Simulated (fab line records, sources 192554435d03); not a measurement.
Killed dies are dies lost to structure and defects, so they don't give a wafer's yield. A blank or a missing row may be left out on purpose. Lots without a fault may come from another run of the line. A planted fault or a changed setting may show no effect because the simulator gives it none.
fab line records | flow n5_finfet
record lots=5 wafers=15 last_day=15
route steps=1938 shown MOL_CONTACT_COAG@524
lots that met no fault: from a run of the same line without faults
start_h: hours from the record's first day to the start of the lot's first wafer shown | wait_h: hours since the lot's step before | " the same as in the row above | L1.1+2: a row that stands for several wafers | - no value, or no start given | * or withheld: withheld | < > ~ a bound
route shown NAME@n: a module of which the file shows steps, and the number in the route of the first | usual: mean/standard deviation of fault-free wafers | same: alike in all rows | chamber/n: place in a boat | sites: the reading at each site | _std_site: their standard deviation | _edge_site: outer sites' mean less inner sites' | radius_mm: how far each site lies from the wafer's centre | mask NAME#n: copy n | behind: the tool/chamber that last shaped the wafer | hold: why the lot was held/for how many hours/how that ended | device: the transistor (n, p or np) that didn't switch | end of line: the same wafers' tests at the end of the route | a step without rows: its recipe alone | killed: dies lost to structure and defects at the first sort, not the wafer's yield | map: a wafer's dies, x killed, . not, _ none there
set.NAME: the setting as run; set.NAME@STEP: as run at that earlier step | model.NAME: the simulator's own value behind a step, which no gauge read
lots at some steps of the route; a table a step, a row a wafer
services: from which hour (start_h, from the record's first day; less than 0 if before it) a tool's chamber was out of use, for how many hours, and why
## steps
# step N5_MOL_CONTACT_COAG_PEB_06
# recipe peb_temp_c=100 peb_time_s=60 resist=CAR-EUV
# columns lot.wafer tool chamber start_h wait_h
L082.2+5+6 litho_track-02 0 134.53 0.0
L083.1+2+3 litho_track-02 0 139.87 0.1
L084.1+3+6 litho_track-04 0 148.11 0.1
L085.2+4+5 litho_track-04 0 154.25 0.0
L087.2+4+5 litho_track-04 0 168.21 0.0
# step N5_MOL_CONTACT_COAG_DEVELOP_07
# recipe develop_time_s=30 developer=TMAH resist=CAR-EUV rinse_liquid=surfactant_rinse dry=air_spin dev_temp_c=23
# usual developer_temp_C=23.00/0.11
# columns lot.wafer tool chamber start_h wait_h developer_temp_C
L082.2 litho_track-02 0 - - 22.98
L082.5 " 0 " " 23.11
L082.6 " 0 " " 23.05
L083.1 litho_track-02 0 - - 23.07
L083.2 " 0 " " 22.97
L083.3 " 0 " " 22.95
L084.1 litho_track-04 0 - - 22.88
L084.3 " 0 " " 22.87
L084.6 " 0 " " 22.91
L085.2 litho_track-04 0 - - 23.13
L085.4 " 0 " " 23.20
L085.5 " 0 " " 23.04
L087.2 litho_track-04 0 - - 22.90
L087.4 " 0 " " 22.86
L087.5 " 0 " " 22.79
# step N5_MOL_CONTACT_COAG_CD_MEAS_08
# recipe target_cd_nm=28 landing_energy_ev=500 detector=se_inlens polarity=opening
# usual cd_nm=27.96/0.26
# columns lot.wafer tool chamber start_h wait_h cd_nm
L082.2 cd_sem-03 0 134.60 - 27.73
L082.5 " 0 " " 28.08
L082.6 " 0 " " 27.71
L083.1 cd_sem-02 0 139.93 - 27.82
L083.2 " 0 " " 27.59
L083.3 " 0 " " 28.01
L084.1 cd_sem-02 0 148.18 - 28.21
L084.3 " 0 " " 27.71
L084.6 " 0 " " 27.82
L085.2 cd_sem-03 0 154.31 - 27.95
L085.4 " 0 " " 27.78
L085.5 " 0 " " 28.28
L087.2 cd_sem-03 0 168.28 - 27.53
L087.4 " 0 " " 27.95
L087.5 " 0 " " 27.75
# step N5_MOL_CONTACT_COAG_OVL_MEAS_09
# recipe points_per_wafer=522
# usual CA_OVL=0.1/0.64
# columns lot.wafer tool chamber start_h wait_h CA_OVL[nm]
L082.2 overlay-02 0 134.63 0.0 1.0
L082.5 " 0 " " -0.1
L082.6 " 0 " " 1.6
L083.1 overlay-01 0 139.96 0.0 0.5
L083.2 " 0 " " 0.3
L083.3 " 0 " " 0.8
L084.1 overlay-01 0 148.21 0.0 0.9
L084.3 " 0 " " 0.3
L084.6 " 0 " " 0.6
L085.2 overlay-01 0 154.35 0.0 1.2
L085.4 " 0 " " -0.3
L085.5 " 0 " " 0.6
L087.2 overlay-01 0 168.31 0.0 -0.2
L087.4 " 0 " " 0.0
L087.5 " 0 " " 0.2
# step N5_MOL_CONTACT_COAG_INSPECT_10
# recipe mode=adi inspect_instrument=brightfield
# usual raw_defect_count=67/24
# columns lot.wafer tool chamber start_h wait_h raw_defect_count
L082.2 defect_inspect-02 - 134.69 0.0 81
L082.5 " - " " 98
L082.6 " - " " 133
L083.1 defect_inspect-02 - 140.02 0.1 48
L083.2 " - " " 59
L083.3 " - " " 68
L084.1 defect_inspect-01 - 148.26 0.1 49
L084.3 " - " " 67
L084.6 " - " " 59
L085.2 defect_inspect-02 - 154.40 0.0 53
L085.4 " - " " 36
L085.5 " - " " 51
L087.2 defect_inspect-01 - 168.38 0.1 49
L087.4 " - " " 54
L087.5 " - " " 48
# step N5_MOL_CONTACT_COAG_DESCUM_13
# recipe chemistry=O2 time_s=7 source_power_w=50 bias_power_w=20 pressure_mtorr=20 rf_frequency_hz=2.712e+07 temp_c=40 resist=CAR-EUV o2_flow_sccm=225
# usual bias_power_w=20.00/0.057 drypump_motor_current_A=5.7/0.45 oes_product_au=0.85/0.084 rf_vpp_V=243.7/1.2 showerhead_plenum_p_Torr=2.13/0.069 throttle_valve_pct=20.36/0.24
# columns lot.wafer tool chamber start_h wait_h bias_power_w drypump_motor_current_A oes_product_au rf_hours_counter_h rf_vpp_V showerhead_plenum_p_Torr throttle_valve_pct
L082.2 rie_diel-06 1 134.99 0.3 20.05 6.1 0.80 90 242.4 2.05 20.49
L082.5 " 2 " " 19.96 5.1 0.90 - 244.8 2.14 19.93
L082.6 " 1 " " 20.00 6.1 0.79 - 242.0 2.05 20.49
L083.1 rie_diel-02 1 140.06 0.0 20.07 5.7 0.69 243 245.6 2.13 20.27
L083.2 " 2 " " 20.05 5.6 0.68 234 243.0 2.07 20.59
L083.3 " 3 " " 19.99 4.9 0.82 71 243.6 2.13 20.11
L084.1 rie_diel-02 2 148.30 0.0 19.95 5.5 0.68 236 242.2 2.07 20.58
L084.3 " 3 " " 20.11 4.9 0.83 73 243.8 2.13 20.11
L084.6 " 2 " " 20.00 5.6 0.68 - 242.2 2.07 20.60
L085.2 rie_diel-02 1 154.44 0.0 20.01 5.7 0.68 248 242.9 2.13 20.29
L085.4 " 3 " " 20.22 4.9 0.82 76 242.8 2.13 20.10
L085.5 " 3 " " 20.02 4.9 0.82 - 242.5 2.13 20.12
L087.2 rie_diel-02 2 168.41 0.0 20.01 5.6 0.67 243 241.8 2.07 20.62
L087.4 " 3 " " 19.84 4.9 0.82 80 244.4 2.13 20.12
L087.5 " 0 " " 19.95 6.5 0.96 - 242.4 2.04 20.55
# step N5_MOL_CONTACT_COAG_ETCH_59
# recipe chemistry=N2/H2 target=underlayer target_depth_a=130 mask_material=CAR-EUV time_s=10.4 ion_energy_ev=200 pressure_mtorr=30 source_w=840 bias_w=150 n2_flow_sccm=200 h2_flow_sccm=200 ends=cleared
# usual bias_w=150.0/0.44 drypump_motor_current_A=5.7/0.44 etch_rf_on_time_s=10.25/0.21 oes_product_au=0.73/0.07 rf_vpp_V=525.2/2.3 showerhead_plenum_p_Torr=2.59/0.086 throttle_valve_pct=17.81/0.28
# columns lot.wafer tool chamber start_h wait_h bias_w drypump_motor_current_A etch_rf_on_time_s oes_product_au rf_hours_counter_h rf_vpp_V showerhead_plenum_p_Torr throttle_valve_pct
L082.2 rie_diel-06 1 135.02 0.0 150.1 6.1 10.36 0.69 90 521.8 2.44 17.66
L082.5 " 2 " " 150.3 5.1 10.25 0.77 - 525.3 2.60 17.50
L082.6 " 1 " " 150.2 6.1 10.49 0.67 - 522.3 2.44 17.65
L083.1 rie_diel-02 1 140.09 0.0 150.6 5.7 10.38 0.60 243 524.4 2.60 17.83
L083.2 " 2 " " 149.7 5.6 10.27 0.60 234 521.9 2.49 17.98
L083.3 " 3 " " 150.1 4.9 10.33 0.71 71 524.5 2.58 17.54
L084.1 rie_diel-02 2 148.33 0.0 149.7 5.6 10.17 0.60 236 524.9 2.49 17.98
L084.3 " 3 " " 150.7 4.9 10.28 0.71 73 524.6 2.58 17.53
L084.6 " 2 " " 149.2 5.6 10.22 0.59 - 521.6 2.49 17.97
L085.2 rie_diel-02 1 154.47 0.0 150.2 5.7 10.33 0.59 248 526.2 2.60 17.85
L085.4 " 3 " " 149.6 4.9 10.23 0.71 76 525.4 2.58 17.55
L085.5 " 3 " " 149.9 4.9 10.21 0.71 - 523.2 2.58 17.54
L087.2 rie_diel-02 2 168.44 0.0 150.0 5.6 10.26 0.58 243 523.8 2.49 18.00
L087.4 " 3 " " 149.9 4.9 10.24 0.71 80 526.1 2.58 17.55
L087.5 " 0 " " 149.5 6.4 10.06 0.81 - 522.7 2.49 18.08
# step N5_MOL_CONTACT_COAG_ETCH_105
# recipe chemistry=CF4 target=SiARC target_depth_a=156 mask_material=CAR-EUV time_s=26 ion_energy_ev=80 pressure_mtorr=40 source_w=545 bias_w=36 Ar_flow_sccm=100 cf4_flow_sccm=100 ends=cleared
# usual bias_w=36.00/0.12 drypump_motor_current_A=5.7/0.44 etch_rf_on_time_s=25.6/0.57 oes_product_au=0.73/0.07 rf_vpp_V=184.5/1.1 showerhead_plenum_p_Torr=2.18/0.061 throttle_valve_pct=15.48/0.27
# columns lot.wafer tool chamber start_h wait_h bias_w drypump_motor_current_A etch_rf_on_time_s oes_product_au rf_hours_counter_h rf_vpp_V showerhead_plenum_p_Torr throttle_valve_pct
L082.2 rie_diel-06 1 135.04 0.0 36.19 6.1 25.5 0.69 90 183.2 2.07 15.55
L082.5 " 2 " " 36.09 5.1 25.1 0.78 - 184.4 2.18 15.08
L082.6 " 1 " " 35.90 6.1 25.4 0.69 - 183.3 2.07 15.53
L083.1 rie_diel-02 1 140.11 0.0 36.03 5.7 25.9 0.59 243 185.7 2.19 15.65
L083.2 " 2 " " 35.95 5.6 25.9 0.59 234 184.1 2.10 15.68
L083.3 " 3 " " 36.03 4.9 25.8 0.71 71 184.3 2.17 15.23
L084.1 rie_diel-02 2 148.35 0.0 36.03 5.6 25.8 0.58 236 185.5 2.10 15.69
L084.3 " 3 " " 36.04 4.9 25.9 0.71 73 184.7 2.17 15.23
L084.6 " 2 " " 35.97 5.6 25.8 0.59 - 184.4 2.10 15.69
L085.2 rie_diel-02 1 154.49 0.0 35.99 5.7 26.0 0.59 248 182.9 2.19 15.66
L085.4 " 3 " " 35.94 5.0 25.6 0.71 76 184.6 2.17 15.24
L085.5 " 3 " " 35.94 4.9 25.8 0.71 - 184.3 2.17 15.24
L087.2 rie_diel-02 2 168.46 0.0 35.92 5.6 25.8 0.59 243 183.0 2.10 15.69
L087.4 " 3 " " 36.08 4.9 25.5 0.71 80 183.9 2.17 15.24
L087.5 " 0 " " 35.92 6.4 25.0 0.81 - 181.7 2.12 15.77
# step N5_MOL_CONTACT_COAG_ETCH_106
# recipe chemistry=N2/H2 target=SOC target_depth_a=800 overetch_a=160 mask_material=SiARC temp_c=40 time_s=120 ion_energy_ev=200 pressure_mtorr=30 source_w=840 bias_w=150 n2_flow_sccm=200 h2_flow_sccm=200
# usual bias_w=149.9/0.48 drypump_motor_current_A=5.7/0.44 oes_product_au=0.76/0.068 rf_vpp_V=525.1/2.4 showerhead_plenum_p_Torr=2.59/0.086 throttle_valve_pct=17.78/0.28
# columns lot.wafer tool chamber start_h wait_h bias_w drypump_motor_current_A oes_product_au rf_hours_counter_h rf_vpp_V showerhead_plenum_p_Torr throttle_valve_pct
L082.2 rie_diel-06 1 135.07 0.0 150.1 6.1 0.72 90 520.0 2.44 17.63
L082.5 " 2 " " 149.9 5.1 0.79 - 525.9 2.60 17.48
L082.6 " 1 " " 150.5 6.1 0.72 - 521.4 2.44 17.66
L083.1 rie_diel-02 1 140.14 0.0 150.2 5.7 0.61 243 525.1 2.60 17.82
L083.2 " 2 " " 149.7 5.6 0.61 234 522.6 2.49 17.95
L083.3 " 3 " " 150.1 4.9 0.74 71 524.7 2.58 17.50
L084.1 rie_diel-02 2 148.38 0.0 149.3 5.6 0.61 236 522.8 2.49 17.95
L084.3 " 3 " " 149.9 4.9 0.74 73 526.1 2.58 17.50
L084.6 " 2 " " 149.6 5.6 0.61 - 525.0 2.49 17.96
L085.2 rie_diel-02 1 154.52 0.0 149.8 5.7 0.62 248 525.4 2.60 17.83
L085.4 " 3 " " 149.1 4.9 0.73 76 525.4 2.58 17.53
L085.5 " 3 " " 149.4 4.9 0.74 - 523.9 2.58 17.52
L087.2 rie_diel-02 2 168.49 0.0 150.8 5.6 0.61 243 520.5 2.49 17.97
L087.4 " 3 " " 150.1 4.9 0.74 80 524.5 2.58 17.51
L087.5 " 0 " " 149.4 6.4 0.83 - 523.4 2.49 18.02
# step N5_MOL_CONTACT_COAG_STRIP_107
# recipe chemistry=N2/H2 temp_c=40 n2_flow_sccm=200 h2_flow_sccm=200 rf_frequency_hz=6e+07
# columns lot.wafer tool chamber start_h wait_h
L082.2+5+6 rie_diel-06 1,2,1 135.15 0.0
L083.1+2+3 rie_diel-02 1,2,3 140.22 0.0
L084.1+3+6 rie_diel-02 2,3,2 148.46 0.0
L085.2+4+5 rie_diel-02 1,3,3 154.60 0.0
L087.2+4+5 rie_diel-02 2,3,0 168.57 0.0
# step N5_MOL_CONTACT_COAG_STRIP_108
# recipe chemistry=N2/H2 temp_c=40 n2_flow_sccm=200 h2_flow_sccm=200 rf_frequency_hz=6e+07
# columns lot.wafer tool chamber start_h wait_h
L082.2+5+6 rie_diel-06 1,2,1 135.16 0.0
L083.1+2+3 rie_diel-02 1,2,3 140.23 0.0
L084.1+3+6 rie_diel-02 2,3,2 148.47 0.0
L085.2+4+5 rie_diel-02 1,3,3 154.61 0.0
L087.2+4+5 rie_diel-02 2,3,0 168.58 0.0
# step N5_MOL_CONTACT_COAG_CONTACT_ETCH_14
# recipe chemistry=C4F6/O2 target=SiO2 target_depth_a=275 overetch_a=85 mask_material=SOC pressure_mtorr=30 source_w=370 bias_w=185 Ar_flow_sccm=300 C4F6_flow_sccm=16 O2_flow_sccm=10 time_s=20 ion_energy_ev=259.6
# usual bias_w=185.0/0.57 drypump_motor_current_A=5.7/0.44 oes_ar_750_au=0.85/0.079 oes_product_au=0.72/0.065 rf_vpp_V=694.5/3 showerhead_plenum_p_Torr=2.93/0.08 throttle_valve_pct=21.19/0.3
# columns lot.wafer tool chamber start_h wait_h bias_w drypump_motor_current_A oes_ar_750_au oes_product_au rf_hours_counter_h rf_vpp_V showerhead_plenum_p_Torr throttle_valve_pct
L082.2 rie_diel-06 1 135.17 0.0 185.7 6.1 0.81 0.68 90 688.6 2.79 21.18
L082.5 " 2 " " 185.9 5.1 0.90 0.75 - 695.2 2.94 20.84
L082.6 " 1 " " 185.6 6.1 0.81 0.68 - 690.2 2.79 21.17
L083.1 rie_diel-02 1 140.24 0.0 184.4 5.7 0.69 0.59 243 694.0 2.95 21.23
L083.2 " 2 " " 186.1 5.6 0.70 0.59 234 691.3 2.84 21.37
L083.3 " 3 " " 185.7 4.9 0.83 0.71 71 694.0 2.93 20.93
L084.1 rie_diel-02 2 148.48 0.0 184.6 5.6 0.69 0.59 236 690.8 2.84 21.36
L084.3 " 3 " " 184.5 4.9 0.83 0.71 73 694.5 2.93 20.94
L084.6 " 2 " " 185.0 5.7 0.69 0.58 - 691.4 2.84 21.38
L085.2 rie_diel-02 1 154.62 0.0 185.8 5.7 0.69 0.58 248 696.2 2.95 21.24
L085.4 " 3 " " 185.9 4.9 0.82 0.70 76 694.4 2.92 20.94
L085.5 " 3 " " 186.2 4.9 0.82 0.71 - 692.7 2.92 20.95
L087.2 rie_diel-02 2 168.59 0.0 183.5 5.6 0.69 0.58 243 691.1 2.84 21.38
L087.4 " 3 " " 185.4 4.9 0.81 0.69 80 693.2 2.92 20.95
L087.5 " 0 " " 184.2 6.4 0.94 0.78 - 691.6 2.84 21.55
# step N5_MOL_CONTACT_COAG_STRIP_109
# recipe chemistry=C4F6/O2 resist=SiARC rf_frequency_hz=6e+07
# columns lot.wafer tool chamber start_h wait_h
L082.2+5+6 rie_diel-06 1,2,1 135.20 0.0
L083.1+2+3 rie_diel-02 1,2,3 140.26 0.0
L084.1+3+6 rie_diel-02 2,3,2 148.51 0.0
L085.2+4+5 rie_diel-02 1,3,3 154.64 0.0
L087.2+4+5 rie_diel-02 2,3,0 168.62 0.0
# step N5_MOL_CONTACT_COAG_ETCH_15
# recipe chemistry=CH3F/O2 target=SiNx target_depth_a=70 mask_material=SOC stop_on=Si:P over_etch_frac=0.75 ion_energy_ev=120 pressure_mtorr=30 source_w=395 bias_w=73 Ar_flow_sccm=150 CH3F_flow_sccm=30 O2_flow_sccm=20
# usual CH3F_flow_sccm=30.00/0.088 bias_w=73.01/0.19 drypump_motor_current_A=5.7/0.44 oes_ar_750_au=0.85/0.078 oes_product_au=0.62/0.056 rf_vpp_V=298/6.9 showerhead_plenum_p_Torr=2.04/0.059 throttle_valve_pct=16.23/0.27
# columns lot.wafer tool chamber start_h wait_h CH3F_flow_sccm bias_w drypump_motor_current_A oes_ar_750_au oes_product_au rf_hours_counter_h rf_vpp_V showerhead_plenum_p_Torr throttle_valve_pct
L082.2 rie_diel-06 1 135.21 0.0 29.97 72.98 6.1 0.81 0.59 90 297 1.94 16.25
L082.5 " 2 " " 29.98 72.80 5.1 0.89 0.65 - 297 2.04 15.87
L082.6 " 1 " " 30.00 73.01 6.1 0.80 0.58 - 296 1.94 16.27
L083.1 rie_diel-02 1 140.27 0.0 30.16 73.01 5.7 0.69 0.51 243 304 2.05 16.35
L083.2 " 2 " " 29.88 72.70 5.6 0.69 0.50 234 298 1.97 16.46
L083.3 " 3 " " 29.99 72.90 4.9 0.83 0.61 71 294 2.04 16.01
L084.1 rie_diel-02 2 148.52 0.0 30.01 73.05 5.6 0.69 0.50 236 299 1.97 16.44
L084.3 " 3 " " 29.88 73.02 4.9 0.83 0.60 73 294 2.04 16.00
L084.6 " 2 " " 30.00 73.20 5.6 0.70 0.50 - 300 1.97 16.47
L085.2 rie_diel-02 1 154.65 0.0 29.98 73.16 5.7 0.69 0.50 248 304 2.05 16.37
L085.4 " 3 " " 29.99 72.97 4.9 0.83 0.60 76 294 2.03 16.02
L085.5 " 3 " " 29.93 73.08 4.9 0.82 0.60 - 294 2.03 16.00
L087.2 rie_diel-02 2 168.63 0.0 30.07 72.52 5.6 0.69 0.50 243 299 1.97 16.48
L087.4 " 3 " " 29.87 73.07 4.9 0.82 0.60 80 294 2.03 16.01
L087.5 " 0 " " 29.98 73.21 6.4 0.93 0.69 - 295 1.97 16.48
# step N5_MOL_CONTACT_COAG_ETCH_110
# recipe chemistry=CF4/O2 target=Si target_depth_a=25 time_s=8 pressure_mtorr=100 source_w=200 bias_w=12 ion_energy_ev=60 Ar_flow_sccm=100 cf4_flow_sccm=100 O2_flow_sccm=10
# usual bias_w=12.01/0.035 drypump_motor_current_A=5.7/0.44 oes_ar_750_au=0.85/0.077 oes_product_au=0.85/0.082 rf_vpp_V=128/3.5 showerhead_plenum_p_Torr=2.26/0.062 throttle_valve_pct=10.58/0.27
# columns lot.wafer tool chamber start_h wait_h bias_w drypump_motor_current_A oes_ar_750_au oes_product_au rf_hours_counter_h rf_vpp_V showerhead_plenum_p_Torr throttle_valve_pct
L082.2 rie_diel-06 1 135.27 0.0 12.00 6.1 0.81 0.80 90 126 2.16 10.66
L082.5 " 2 " " 12.01 5.1 0.91 0.90 - 127 2.26 10.19
L082.6 " 1 " " 12.03 6.0 0.81 0.81 - 126 2.16 10.66
L083.1 rie_diel-02 1 140.33 0.0 12.01 5.7 0.69 0.69 243 130 2.28 10.93
L083.2 " 2 " " 12.00 5.6 0.70 0.68 234 128 2.19 10.94
L083.3 " 3 " " 11.97 4.9 0.83 0.83 71 125 2.26 10.38
L084.1 rie_diel-02 2 148.58 0.0 12.04 5.6 0.70 0.69 236 129 2.18 10.93
L084.3 " 3 " " 11.99 4.9 0.83 0.82 73 126 2.26 10.37
L084.6 " 2 " " 12.00 5.6 0.70 0.68 - 127 2.18 10.94
L085.2 rie_diel-02 1 154.71 0.0 12.01 5.7 0.68 0.68 248 131 2.27 10.94
L085.4 " 3 " " 12.00 4.9 0.83 0.83 76 126 2.25 10.39
L085.5 " 3 " " 12.03 4.9 0.83 0.83 - 126 2.25 10.39
L087.2 rie_diel-02 2 168.69 0.0 12.06 5.6 0.69 0.68 243 127 2.18 10.96
L087.4 " 3 " " 11.98 4.9 0.82 0.83 80 125 2.25 10.38
L087.5 " 0 " " 11.96 6.5 0.92 0.95 - 128 2.20 10.72
# step N5_MOL_CONTACT_COAG_STRIP_98
# recipe chemistry=N2/H2 power_w=500 temp_c=40 pressure_mtorr=50 rf_frequency_hz=6e+07 overash_fraction=0.3 bias_power_w=8 h2_frac=0.5 n2_flow_sccm=300 h2_flow_sccm=300
# usual bias_power_w=8.000/0.022 drypump_motor_current_A=5.7/0.45 oes_product_au=0.85/0.085 power_w=500.1/1.5 rf_vpp_V=54.3/1.3 showerhead_plenum_p_Torr=3.42/0.11 throttle_valve_pct=19.0/0.41
# columns lot.wafer tool chamber start_h wait_h bias_power_w drypump_motor_current_A oes_product_au power_w rf_hours_counter_h rf_vpp_V showerhead_plenum_p_Torr throttle_valve_pct
L082.2 rie_diel-06 1 135.31 0.0 7.978 6.1 0.79 498.0 90 55.8 3.23 18.6
L082.5 " 2 " " 8.004 5.1 0.91 499.3 - 54.8 3.43 18.9
L082.6 " 1 " " 7.988 6.1 0.80 500.2 - 55.2 3.23 18.6
L083.1 rie_diel-02 1 140.38 0.0 8.000 5.7 0.69 501.7 243 53.2 3.43 19.0
L083.2 " 2 " " 7.999 5.6 0.68 501.4 234 54.7 3.30 19.2
L083.3 " 3 " " 7.957 4.9 0.83 496.0 71 54.3 3.41 18.7
L084.1 rie_diel-02 2 148.63 0.0 7.987 5.6 0.68 497.4 236 51.7 3.30 19.2
L084.3 " 3 " " 7.982 4.9 0.83 500.0 73 53.7 3.41 18.7
L084.6 " 2 " " 7.986 5.6 0.67 500.4 - 55.1 3.30 19.2
L085.2 rie_diel-02 1 154.76 0.0 8.007 5.7 0.69 500.1 248 55.2 3.43 19.0
L085.4 " 3 " " 7.987 4.9 0.82 498.7 76 56.2 3.41 18.7
L085.5 " 3 " " 7.996 4.9 0.84 500.1 - 55.9 3.41 18.7
L087.2 rie_diel-02 2 168.74 0.0 8.028 5.6 0.68 498.3 243 52.7 3.29 19.2
L087.4 " 3 " " 7.972 4.9 0.82 499.7 80 55.0 3.41 18.7
L087.5 " 0 " " 8.006 6.4 0.96 498.4 - 53.0 3.30 19.4
# step N5_MOL_CONTACT_COAG_CD_MEAS_99
# recipe target_cd_nm=17.2 polarity=opening
# usual cd_nm=17.2/0.36
# columns lot.wafer tool chamber start_h wait_h cd_nm
L082.2 cd_sem-03 - 135.39 - 18.0
L082.5 " - " " 17.4
L082.6 " - " " 18.0
L083.1 cd_sem-03 - 140.45 - 16.7
L083.2 " - " " 17.1
L083.3 " - " " 17.2
L084.1 cd_sem-02 - 148.70 - 17.2
L084.3 " - " " 17.1
L084.6 " - " " 16.9
L085.2 cd_sem-01 - 154.83 - 17.3
L085.4 " - " " 17.5
L085.5 " - " " 17.3
L087.2 cd_sem-02 - 168.81 - 17.3
L087.4 " - " " 17.1
L087.5 " - " " 17.2
# step N5_MOL_CONTACT_COAG_IMPLANT_129
# recipe species=Ge energy_kev=3 dose_cm2=6e+14 tilt_deg=0 rotation_deg=0
# columns lot.wafer tool chamber start_h wait_h
L082.2+5+6 implanter-02 0 135.63 0.2
L083.1+2+3 implanter-02 0 140.49 0.0
L084.1+3+6 implanter-02 0 148.73 0.0
L085.2+4+5 implanter-01 0 154.90 0.1
L087.2+4+5 implanter-01 0 168.87 0.1
# step N5_MOL_CONTACT_COAG_PRECLEAN_111
# recipe chemistry=NF3:NH3 afs_cycles=1 temp_c=30 time_s=20 sublimation_temp_c=180 sublimation_time_s=60 pressure_torr=3 rf_power_w=30
# columns lot.wafer tool chamber start_h wait_h
L082.2+5+6 remote_plasma-01 0 135.85 0.2
L083.1+2+3 remote_plasma-01 0 141.28 0.8
L084.1+3+6 remote_plasma-01 1 148.98 0.2
L085.2+4+5 remote_plasma-02 0 155.25 0.3
L087.2+4+5 remote_plasma-01 1 169.09 0.2
# step N5_MOL_CONTACT_COAG_TI_SIL_19
# recipe material=Ti target_thk_a=42 temp_c=200 chamber_pressure_pa=5 power_w=5000 time_s=15
# usual susceptor_temp_C=199.98/0.16 throttle_valve_pct=30.3/0.97
# columns lot.wafer tool chamber start_h wait_h susceptor_temp_C throttle_valve_pct
L082.2 pvd_sputter-03 - 136.05 0.2 200.25 30.1
L082.5 " - " " 200.02 30.1
L082.6 " - " " 200.16 29.7
L083.1 pvd_sputter-01 - 142.53 1.2 199.69 31.7
L083.2 " - " " 200.26 30.9
L083.3 " - " " 199.61 30.8
L084.1 pvd_sputter-02 - 149.19 0.2 200.08 29.2
L084.3 " - " " 199.93 30.2
L084.6 " - " " 200.09 30.4
L085.2 pvd_sputter-01 - 155.46 0.2 199.97 31.9
L085.4 " - " " 200.02 31.0
L085.5 " - " " 199.80 29.5
L087.2 pvd_sputter-01 - 169.26 0.1 199.86 30.7
L087.4 " - " " 199.81 32.0
L087.5 " - " " 200.11 30.7
# step N5_MOL_CONTACT_COAG_ALD_20
# recipe material=TiN target_thk_a=15 temp_c=400 ald_precursor_family=TiCl4 ald_co_reactant=NH3 pulse_time_s=1 purge_time_s=3 co_reactant_purge_time_s=2 co_reactant_pulse_time_s=2 ald_cycles=68 pressure_torr=3
# usual heater_power_w=854/87 precursor_pulse_height_rel=1.001/0.019 susceptor_temp_C=400.02/0.21
# same co_reactant_pulse_time_s=2
# columns lot.wafer tool chamber start_h wait_h heater_power_w precursor_pulse_height_rel susceptor_temp_C
L082.2 ald_metal-01 2 136.17 0.1 807 1.046 400.04
L082.5 " 2 " " 813 1.009 400.31
L082.6 " 0 " " 790 1.031 399.96
L083.1 ald_metal-02 2 142.65 0.1 842 0.965 399.78
L083.2 " 1 " " 816 0.979 399.48
L083.3 " 0 " " 938 0.995 400.08
L084.1 ald_metal-02 0 149.31 0.1 929 1.017 400.54
L084.3 " 1 " " 798 0.971 400.29
L084.6 " 0 " " 933 1.027 400.27
L085.2 ald_metal-01 3 155.58 0.1 855 1.014 400.01
L085.4 " 3 " " 815 1.013 400.07
L085.5 " 2 " " 801 1.008 400.15
L087.2 ald_metal-02 2 169.38 0.1 850 1.024 400.10
L087.4 " 0 " " 925 1.000 400.23
L087.5 " 0 " " 932 0.992 400.11
# step N5_MOL_CONTACT_COAG_SIL_ANNEAL_21
# recipe temp_c=550 time_s=60 ambient=N2
# usual lamp_power_pct=6.32/0.065 lamp_zone_4_pct=6.32/0.066 lamp_zone_7_pct=6.64/0.07 wafer_temp_C_max=552.2/0.48
# columns lot.wafer tool chamber start_h wait_h lamp_power_pct lamp_zone_4_pct lamp_zone_7_pct wafer_temp_C_max
L082.2 rtp_anneal-01 0 136.58 0.2 6.36 6.36 6.69 552.6
L082.5 " 0 " " 6.37 6.37 6.69 552.2
L082.6 " 0 " " 6.37 6.37 6.69 553.4
L083.1 rtp_anneal-01 0 143.03 0.2 6.37 6.36 6.68 552.1
L083.2 " 0 " " 6.36 6.36 6.69 552.7
L083.3 " 0 " " 6.36 6.36 6.69 552.3
L084.1 rtp_anneal-01 0 149.69 0.2 6.36 6.37 6.69 551.9
L084.3 " 0 " " 6.36 6.36 6.69 552.0
L084.6 " 0 " " 6.37 6.36 6.69 552.7
L085.2 rtp_anneal-01 0 155.98 0.2 6.37 6.37 6.70 552.7
L085.4 " 0 " " 6.37 6.36 6.69 552.2
L085.5 " 0 " " 6.37 6.37 6.70 551.9
L087.2 rtp_anneal-02 0 169.79 0.2 6.23 6.23 6.56 551.6
L087.4 " 0 " " 6.23 6.22 6.55 551.4
L087.5 " 0 " " 6.24 6.23 6.56 551.7
# step N5_MOL_CONTACT_COAG_PRE_CLEAN_141
# recipe gas=H2/He time_s=60 temp_c=300
# usual heater_power_w=451/52 susceptor_temp_C=300.01/0.2
# columns lot.wafer tool chamber start_h wait_h heater_power_w susceptor_temp_C
L082.2 pvd_sputter-03 - 136.76 0.2 463 299.93
L082.5 " - " " 531 299.94
L082.6 " - " " 499 299.68
L083.1 pvd_sputter-01 - 143.57 0.5 432 300.10
L083.2 " - " " 394 300.13
L083.3 " - " " 486 299.95
L084.1 pvd_sputter-01 - 150.24 0.5 494 300.09
L084.3 " - " " 397 300.14
L084.6 " - " " 406 300.14
L085.2 pvd_sputter-01 - 156.46 0.4 396 300.25
L085.4 " - " " 430 299.88
L085.5 " - " " 432 299.82
L087.2 pvd_sputter-01 - 171.20 1.4 424 299.70
L087.4 " - " " 539 300.06
L087.5 " - " " 390 300.10
# step N5_MOL_CONTACT_COAG_SPUTTER_143
# recipe material=Co target_thk_a=25 temp_c=25 chamber_pressure_pa=0.2
# usual susceptor_temp_C=25.00/0.11 throttle_valve_pct=30.1/0.93
# columns lot.wafer tool chamber start_h wait_h susceptor_temp_C throttle_valve_pct
L082.2 pvd_sputter-03 - 136.82 0.0 25.06 30.1
L082.5 " - " " 25.03 31.6
L082.6 " - " " 25.09 30.0
L083.1 pvd_sputter-01 - 143.63 0.0 24.95 30.6
L083.2 " - " " 25.25 30.8
L083.3 " - " " 24.95 31.9
L084.1 pvd_sputter-01 - 150.31 0.0 25.11 32.0
L084.3 " - " " 24.94 31.0
L084.6 " - " " 25.00 31.0
L085.2 pvd_sputter-01 - 156.52 0.0 24.92 31.0
L085.4 " - " " 24.87 30.4
L085.5 " - " " 24.95 30.6
L087.2 pvd_sputter-01 - 171.26 0.0 24.86 30.7
L087.4 " - " " 25.07 29.4
L087.5 " - " " 25.11 30.8
## services
# columns tool chamber start_h hours kind
pvd_sputter-03 - 117.71 8.4 repair
implanter-01 - 121.97 5.5 pm
implanter-01 - 129.35 6.7 repair
ald_metal-01 3 131.61 8.5 repair
ald_metal-01 1 152.62 6.5 repair
pvd_sputter-03 - 169.46 17.4 repair
ald_metal-02 3 170.39 7.1 repair
## key
fault none
